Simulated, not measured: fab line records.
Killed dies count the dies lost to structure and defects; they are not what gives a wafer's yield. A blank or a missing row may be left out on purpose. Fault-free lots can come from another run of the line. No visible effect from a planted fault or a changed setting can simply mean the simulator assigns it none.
fab line records	flow nandHarc
record: lots: 11	wafers: 33	lastDay: 34
route steps=1302 shown A_CONTACT@1056 END@1302
lots that met no fault: taken from a fault-free run of the same line
startH: hours from the record's opening day to when the first of the lot's shown wafers began	waitH: hours elapsed since this lot's preceding step	" same as the row above	L1.1+2: a single row standing in for several wafers	- no value, or no start was given	* or withheld: withheld	< > ~ a bound
route shown NAME@n: names a module that has steps shown in the file, with the first one's number in the route	usual: the fault-free wafers' mean and standard deviation	same: alike in all rows	chamber/n: place in a boat	sites: each site's reading	_std_site: their standard deviation	_edge_site: inner sites' mean taken away from outer sites' mean	radiusMm: how far each site lies from the wafer's centre	mask NAME#n: copy n	behind: the last tool/chamber to shape the wafer	hold: what put the lot on hold/how long, in hours/how the hold closed	device: the n, p or np transistor that did not switch	end of line: the tests these same wafers got at the end of their route	where a step has no rows: the recipe by itself	killed: not the wafer's yield, but the dies lost to structure and defects at the first sort	map: per-die view of a wafer (x killed, . not killed, _ where there is no die)
set.NAME: the setting the step ran with; set.NAME@STEP: the setting that earlier step ran with	model.NAME: the simulator's own value behind a step, which no gauge read
the route's steps for a sample of lots (tables are steps, rows are wafers)
services: when a tool's chamber went out of use (startH, in hours from the record's first day, below 0 if earlier), for how many hours, and the reason
== steps ==
step: NHARC_A_CONTACT_ETCH_133
recipe: sourceW: withheld	pressureMtorr: 20	biasV: 400	timeS: 374	targetDepthA: 16100	arFlowSccm: withheld	c4f8FlowSccm: 11.5	o2FlowSccm: 7.2	chemistry: C4F8/O2/Ar
usual: oesAirLineAu: 0.997/0.021
lot.wafer	tool	chamber	startH	waitH	oesAirLineAu	rfHoursCounterH
L227.2	harCapEtch-02	0	508.83	0.1	0.988	86
L227.4	"	0	"	"	0.984	-
L227.5	"	0	"	"	1.019	-
L230.2	harCapEtch-02	0	526.66	0.2	1.042	89
L230.4	"	0	"	"	1.032	-
L230.6	"	0	"	"	1.029	-
L229.1	harCapEtch-01	1	529.79	0.2	1.004	4
L229.2	"	0	"	"	1.029	4
L229.4	"	1	"	"	1.002	-
L228.2	harCapEtch-02	1	532.73	0.1	0.968	91
L228.3	"	0	"	"	0.968	-
L228.5	"	0	"	"	0.973	-
L234.1	harCapEtch-02	1	590.84	0.1	0.946	101
L234.6	"	1	"	"	0.957	-
L234.5	"	0	"	"	1.000	-
L245.1	harCapEtch-03	1	685.40	0.1	1.015	74
L245.2	"	0	"	"	1.023	74
L245.6	"	0	"	"	0.990	-
L244.2	harCapEtch-01	0	688.70	0.2	0.978	33
L244.3	"	0	"	"	0.989	-
L244.6	"	0	"	"	0.987	-
L246.2	harCapEtch-02	1	702.74	0.2	0.978	120
L246.4	"	1	"	"	1.001	-
L246.3	"	0	"	"	1.010	-
L248.2	harCapEtch-01	1	731.17	0.1	0.996	38
L248.1	"	0	"	"	1.018	38
L248.5	"	1	"	"	1.008	-
L250.2	harCapEtch-03	0	738.06	0.1	0.952	81
L250.5	"	0	"	"	0.948	-
L250.6	"	1	"	"	1.000	-
L247.2	harCapEtch-01	1	738.97	0.1	1.035	40
L247.1	"	0	"	"	0.975	40
L247.5	"	0	"	"	0.978	-
step: NHARC_A_CONTACT_DESCUM_13
recipe: timeS: 3	o2FlowSccm: 200	arFlowSccm: 0	biasPowerW: 0	chemistry: O2
usual: drypumpMotorCurrentA: 5.5/0.41	oesProductAu: 0.999/0.0096	rfVppV: 57.8/0.94	showerheadPlenumPTorr: 1.93/0.096	throttleValvePct: 11.311/0.009
same: biasPowerW: 0
lot.wafer	tool	chamber	startH	waitH	drypumpMotorCurrentA	oesProductAu	rfHoursCounterH	rfVppV	showerheadPlenumPTorr	throttleValvePct
L227.2	rieDiel-04	2	516.47	0.1	5.3	1.002	40	57.8	1.76	11.321
L227.4	"	3	"	"	5.2	0.991	47	57.5	1.79	11.311
L227.5	"	2	"	"	5.3	0.989	-	58.9	1.76	11.289
L230.2	rieDiel-02	0	533.68	0.1	5.7	1.006	20	58.0	1.98	11.306
L230.4	"	2	"	"	5.3	1.004	24	56.7	1.78	11.305
L230.6	"	3	"	"	6.1	0.995	-	58.2	1.99	11.310
L229.1	rieDiel-02	1	535.03	0.1	5.0	1.020	24	57.2	1.97	11.314
L229.2	"	3	"	"	6.1	0.985	23	58.1	1.99	11.303
L229.4	"	1	"	"	5.0	1.009	-	58.9	1.97	11.319
L228.3	rieDiel-11	3	537.53	0.1	5.2	0.990	37	58.6	2.03	11.320
L228.2	"	2	"	"	5.8	0.994	35	58.4	2.01	11.318
L228.5	"	3	"	"	5.2	0.990	-	57.5	2.03	11.309
L234.1	rieDiel-02	0	596.66	0.1	5.7	1.000	5	57.8	1.98	11.307
L234.5	"	1	"	"	5.0	1.029	-	57.2	1.97	11.326
L234.6	"	2	"	"	5.3	0.996	-	56.5	1.77	11.297
L245.1	rieDiel-02	1	691.09	0.1	5.0	1.016	20	58.2	1.97	11.321
L245.2	"	2	"	"	5.3	1.003	22	56.4	1.77	11.311
L245.6	"	1	"	"	5.0	1.007	-	57.1	1.96	11.320
L244.3	rieDiel-02	1	693.91	0.1	5.0	0.998	21	57.0	1.96	11.306
L244.2	"	0	"	"	5.7	0.998	22	58.6	1.97	11.299
L244.6	"	1	"	"	5.0	0.999	-	57.9	1.97	11.316
L246.4	rieDiel-02	3	707.39	0.1	6.1	0.995	22	58.5	1.98	11.305
L246.2	"	0	"	"	5.7	0.997	24	58.1	1.97	11.311
L246.3	"	2	"	"	5.3	0.997	24	57.4	1.77	11.294
L248.2	rieDiel-02	0	736.65	0.1	5.7	1.006	28	58.5	1.97	11.299
L248.1	"	1	"	"	5.0	0.994	28	58.3	1.96	11.311
L248.5	"	3	"	"	6.1	0.978	-	58.9	1.98	11.315
L250.2	rieDiel-11	0	743.49	0.1	5.7	0.999	40	59.0	2.05	11.305
L250.6	"	1	"	"	5.7	0.992	-	57.2	1.81	11.295
L250.5	"	0	"	"	5.7	1.005	-	57.7	2.05	11.304
L247.2	rieDiel-02	0	745.17	0.1	5.7	1.011	30	58.1	1.97	11.319
L247.1	"	1	"	"	5.0	1.008	29	57.3	1.96	11.318
L247.5	"	3	"	"	6.1	0.983	-	58.5	1.98	11.317
step: NHARC_A_CONTACT_ETCH_30
recipe: targetDepthA: 726	timeS: 36.3	cf4FlowSccm: 100	chf3FlowSccm: 30	arFlowSccm: 0	rfW: 500	biasW: 200	chemistry: CF4/CHF3
usual: drypumpMotorCurrentA: 5.5/0.4	oesProductAu: 0.931/0.016	rfVppV: 370.9/2.7	showerheadPlenumPTorr: 1.59/0.075	throttleValvePct: 16.802/0.0086
lot.wafer	tool	chamber	startH	waitH	drypumpMotorCurrentA	oesProductAu	rfHoursCounterH	rfVppV	showerheadPlenumPTorr	throttleValvePct
L227.4	rieDiel-04	0	516.99	-	6.3	0.926	48	368.5	1.58	16.805
L227.2	"	1	"	"	5.0	0.937	49	370.9	1.62	16.801
L227.5	"	3	"	"	5.2	0.914	-	366.1	1.48	16.801
L230.4	rieDiel-02	2	534.24	-	5.3	0.916	24	365.9	1.47	16.807
L230.2	"	3	"	"	6.1	0.913	23	371.6	1.63	16.792
L230.6	"	2	"	"	5.3	0.910	-	366.1	1.47	16.795
L229.2	rieDiel-02	3	535.64	-	6.1	0.916	23	374.0	1.63	16.813
L229.1	"	0	"	"	5.7	0.929	21	373.1	1.63	16.779
L229.4	"	3	"	"	6.0	0.911	-	372.3	1.63	16.801
L228.3	rieDiel-11	2	538.21	-	5.8	0.924	36	371.9	1.65	16.794
L228.2	"	1	"	"	5.7	0.925	35	368.7	1.51	16.805
L228.5	"	2	"	"	5.8	0.918	-	373.2	1.65	16.807
L234.1	rieDiel-02	2	597.16	-	5.3	0.819	5	367.4	1.46	16.813
L234.6	"	1	"	"	5.0	0.941	-	372.2	1.62	16.800
L234.5	"	2	"	"	5.3	0.925	-	367.2	1.46	16.796
L245.2	rieDiel-02	3	691.63	-	6.1	0.922	20	371.0	1.62	16.795
L245.1	"	0	"	"	5.7	0.928	21	372.9	1.62	16.798
L245.6	"	1	"	"	5.0	0.932	-	372.1	1.61	16.802
L244.2	rieDiel-02	3	694.46	-	6.1	0.916	21	372.9	1.63	16.784
L244.3	"	1	"	"	5.0	0.928	21	372.5	1.61	16.792
L244.6	"	3	"	"	6.0	0.919	-	371.7	1.62	16.795
L246.3	rieDiel-02	0	707.92	-	5.7	0.931	24	372.6	1.62	16.793
L246.4	"	2	"	"	5.3	0.943	24	366.1	1.46	16.805
L246.2	"	3	"	"	6.1	0.919	22	373.2	1.62	16.812
L248.1	rieDiel-02	0	737.16	-	5.7	0.933	29	372.0	1.62	16.798
L248.2	"	3	"	"	6.0	0.916	27	372.7	1.62	16.799
L248.5	"	0	"	"	5.7	0.926	-	372.6	1.62	16.797
L250.2	rieDiel-11	1	744.09	-	5.7	0.916	37	369.3	1.49	16.801
L250.6	"	0	"	"	5.7	0.949	-	373.0	1.68	16.802
L250.5	"	1	"	"	5.7	0.917	-	368.2	1.49	16.797
L247.1	rieDiel-02	3	745.69	-	6.1	0.907	29	370.5	1.62	16.812
L247.2	"	1	"	"	5.0	0.923	30	372.5	1.61	16.808
L247.5	"	2	"	"	5.3	0.917	-	364.7	1.46	16.804
step: NHARC_A_CONTACT_ETCH_98
recipe: targetDepthA: 200	overEtchFrac: 0.5	timeS: 10	ionEnergyEv: 250	c4f6FlowSccm: 25	o2FlowSccm: 20	arFlowSccm: 500	rfW: 600	biasW: 500	chemistry: C4F6/O2
usual: c4f6FlowSccm: 25.00/0.07	drypumpMotorCurrentA: 5.5/0.42	oesProductAu: 0.955/0.019	rfVppV: 548/3.8	showerheadPlenumPTorr: 3.96/0.18	throttleValvePct: 26.904/0.0096
same: overEtchFrac: 0.5
lot.wafer	tool	chamber	startH	waitH	c4f6FlowSccm	drypumpMotorCurrentA	oesProductAu	rfHoursCounterH	rfVppV	showerheadPlenumPTorr	throttleValvePct
L227.4	rieDiel-02	3	-	-	25.05	6.1	0.934	20	550	4.06	26.900
L227.2	"	1	"	"	25.06	5.0	0.963	21	551	4.04	26.904
L227.5	"	2	"	"	24.95	5.3	0.954	-	543	3.67	26.908
L230.2	rieDiel-02	3	537.10	0.1	24.98	6.0	0.931	24	549	4.06	26.905
L230.6	"	0	"	"	24.93	5.7	0.951	-	549	4.05	26.908
L230.4	"	3	"	"	24.90	6.1	0.941	-	549	4.06	26.922
L229.2	rieDiel-02	0	538.40	0.1	24.97	5.7	0.955	22	548	4.05	26.915
L229.1	"	1	"	"	25.08	5.0	0.982	25	550	4.03	26.890
L229.4	"	3	"	"	24.97	6.1	0.954	-	549	4.06	26.911
L228.3	rieDiel-02	2	-	-	25.08	5.3	0.930	25	542	3.66	26.907
L228.2	"	1	"	"	25.02	5.0	0.976	26	548	4.03	26.894
L228.5	"	3	"	"	25.14	6.1	0.930	-	550	4.06	26.909
L234.1	rieDiel-02	2	-	-	24.94	5.3	0.946	5	542	3.66	26.915
L234.5	"	2	"	"	24.98	5.3	0.943	-	541	3.66	26.882
L234.6	"	3	"	"	24.95	6.1	0.932	-	550	4.06	26.891
L245.1	rieDiel-04	3	-	-	24.83	5.2	0.978	44	542	3.67	26.917
L245.2	"	0	"	"	25.02	6.3	0.966	50	547	3.91	26.897
L245.6	"	3	"	"	24.90	5.2	0.964	-	540	3.67	26.917
L244.2	rieDiel-02	2	-	-	25.02	5.3	0.946	23	541	3.65	26.920
L244.3	"	1	"	"	25.02	5.0	0.936	21	549	4.02	26.915
L244.6	"	3	"	"	24.99	6.1	0.939	-	549	4.05	26.903
L246.2	rieDiel-02	2	-	-	24.91	5.3	0.964	25	540	3.65	26.904
L246.4	"	3	"	"	25.03	6.1	0.944	23	552	4.05	26.906
L246.3	"	0	"	"	25.04	5.7	0.958	24	549	4.03	26.915
L248.2	rieDiel-02	1	-	-	24.99	5.0	0.937	29	549	4.01	26.904
L248.1	"	3	"	"	25.11	6.1	0.938	28	549	4.04	26.908
L248.5	"	1	"	"	25.07	5.0	0.942	-	550	4.01	26.907
L250.2	rieDiel-04	1	-	-	24.94	5.0	0.971	7	550	3.98	26.908
L250.6	"	3	"	"	24.88	5.2	0.933	-	541	3.66	26.901
L250.5	"	0	"	"	25.07	6.2	0.957	-	547	3.91	26.907
L247.2	rieDiel-04	2	-	-	24.99	5.3	0.931	8	553	4.19	26.904
L247.1	"	1	"	"	24.92	5.0	0.958	7	546	3.98	26.904
L247.5	"	3	"	"	25.17	5.2	0.931	-	542	3.66	26.918
step: NHARC_END_SORT_01
recipe: tempC: 25
usual: killedAtArray: 52/17	killedAtOther: 0.9/1.2	killedAtPeriphery: 3.9/2.7	killedDies: 57/16	killedOpen: 3.3/1.9	killedShort: 2.5/1.5
same: grossDies: 677
lot.wafer	tool	chamber	startH	waitH	killedAtArray	killedAtOther	killedAtPeriphery	killedDies	killedOpen	killedShort
L234.1	prober-01	0	647.09	2.5	74	0	2	76	5	1
L234.5	prober-01	0	650.31	3.7	61	1	2	64	5	5
L234.6	prober-01	0	651.12	4.0	58	1	5	64	3	3
killed by level:class
L234.1 A_CHANNEL_HOLE_D1:chamberFilmFlake=28 A_CONTACT:areaEtch=25 A_STAIRCASE:chamberFilmFlake=6 A_CHANNEL_HOLE_D2:chamberFilmFlake=4 P_STI:chamberFilmFlake=2 A_CHANNEL_FILL_D2:chamberFilmFlake=2 A_CONTACT:chamberFilmFlake=2 A_CHANNEL_HOLE_D1:geometricParticle:open=1
L234.5 A_CHANNEL_HOLE_D1:chamberFilmFlake=35 A_CHANNEL_HOLE_D2:chamberFilmFlake=7 A_CONTACT:chamberFilmFlake=4 A_CHANNEL_FILL_D2:chamberFilmFlake=3 P_M0:geometricParticle:open=2 A_CHANNEL_FILL_D2:geometricParticle:short=2 A_STAIRCASE:chamberFilmFlake=2 A_ONON_D1:geometricParticle:short=1
L234.6 A_CHANNEL_HOLE_D1:chamberFilmFlake=32 A_CHANNEL_HOLE_D2:chamberFilmFlake=11 A_CONTACT:chamberFilmFlake=5 A_CHANNEL_FILL_D1:chamberFilmFlake=2 A_CHANNEL_FILL_D2:chamberFilmFlake=2 A_STAIRCASE:chamberFilmFlake=2 P_CONTACT:geometricParticle:short=1 P_CONTACT:geometricParticle:open=1
== services ==
tool	chamber	startH	hours	kind
rieDiel-04	-	498.30	12.0	repair
harCapEtch-01	-	499.09	17.0	pm
rieDiel-02	0	500.99	-	clean
rieDiel-02	1	500.99	-	clean
rieDiel-02	2	500.99	-	clean
rieDiel-02	3	500.99	-	clean
rieDiel-02	0	525.49	-	clean
rieDiel-02	1	525.49	-	clean
rieDiel-02	2	525.49	-	clean
rieDiel-02	3	525.49	-	clean
rieDiel-04	-	534.05	9.0	pm
rieDiel-02	0	549.99	-	clean
rieDiel-02	3	551.85	5.3	repair
rieDiel-11	1	555.45	7.7	repair
rieDiel-02	-	557.88	4.4	repair
rieDiel-11	0	560.67	3.8	repair
rieDiel-02	-	570.94	9.0	pm
rieDiel-04	2	576.56	16.1	repair
rieDiel-04	3	579.03	10.9	repair
rieDiel-11	-	613.41	9.0	pm
harCapEtch-03	-	636.97	0.3	repair
rieDiel-04	-	711.43	9.0	pm
rieDiel-11	2	741.46	9.6	repair
rieDiel-02	-	747.94	9.0	pm
== key ==
firstSign: step: NHARC_A_CONTACT_ETCH_30	reading: oesProductAu	direction: down	sigmas: 6.8	usual: 0.931	struck: 0.819
moreKillsBornAt: NHARC_A_CONTACT_ETCH_30@rieDiel-02: 25
metAt NHARC_A_CONTACT_ETCH_30
struckLots L234
struckWafers L234.1
testerLeftOut L234
notActingAt NHARC_A_CONTACT_ETCH_133,NHARC_A_CONTACT_DESCUM_13,NHARC_A_CONTACT_ETCH_98
onsetBetween 535.64 597.16
fault: kind: processParameterDrift	tool: rieDiel-02	chamber: -	onsetH: 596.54	steps: NHARC_A_CONTACT_ETCH_30	channel: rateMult	offset: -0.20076	shape: step	endH: 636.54	scope: struckWafersOnly
testerLeftOut: of these lots the tester's yield and bins aren't shown, on N5 and GAA mostly nor the transistor test; their killed dies are dies lost to structure and defects alone, not to doping, threshold or leakage, so they don't give the yield
